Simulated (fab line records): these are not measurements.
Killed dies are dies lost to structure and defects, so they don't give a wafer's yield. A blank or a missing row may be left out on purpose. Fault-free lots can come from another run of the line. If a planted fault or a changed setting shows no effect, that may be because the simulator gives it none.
Chamber matching	flow n5Finfet	4 sister chambers for N5_BEOL_M10_VIA_ETCH_34 on rieDiel-04
The step etches SiCOH lowk in C4F6/O2, target depth 184.5 nm, time 69.2 s. 4 wafers are shown with their chamber, then 12 later ones without.

== WAFERS PAIRED WITH THEIR CHAMBERS ==
wafer	chamber	drypumpMotorCurrentA (A)
L085.3	3	6.1
L092.2	0	5.6
L092.4	1	5.5
L092.6	2	5.3

== WAFERS MISSING THEIR CHAMBER ==
wafer	drypumpMotorCurrentA (A)
L094.1	5.3
L094.2	5.6
L094.3	5.5
L096.2	5.3
L096.3	5.5
L096.5	5.3
L097.1	5.5
L097.2	6.0
L097.3	5.3
L097.4	5.6
L097.5	5.5
L097.6	5.6

== THE CHAMBER EACH PASSED THROUGH ==
wafer	from the rows above	in truth
L094.1	2	2
L094.2	0	0
L094.3	1	1
L096.2	2	2
L096.3	1	1
L096.5	2	2
L097.1	1	1
L097.2	3	3
L097.3	2	2
L097.4	0	0
L097.5	1	1
L097.6	0	0
12 of 12 placed correctly. From these rows, 0 cannot be placed. Placed wrongly: 0.
How it was worked out, from the rows above alone: a wafer's distance from a chamber is the root of the sum, over the readings, of the square of ((its reading less the chamber's mean) divided by the reading's scatter). If the next closest chamber is less than 2 further off than the closest, the wafer can't be placed; otherwise it belongs to the closest. For every chamber, the mean is computed from those of its wafers that are shown. The scatter: root of mean squared gap, hidden wafer to nearest shown wafer, with one shown wafer a chamber.
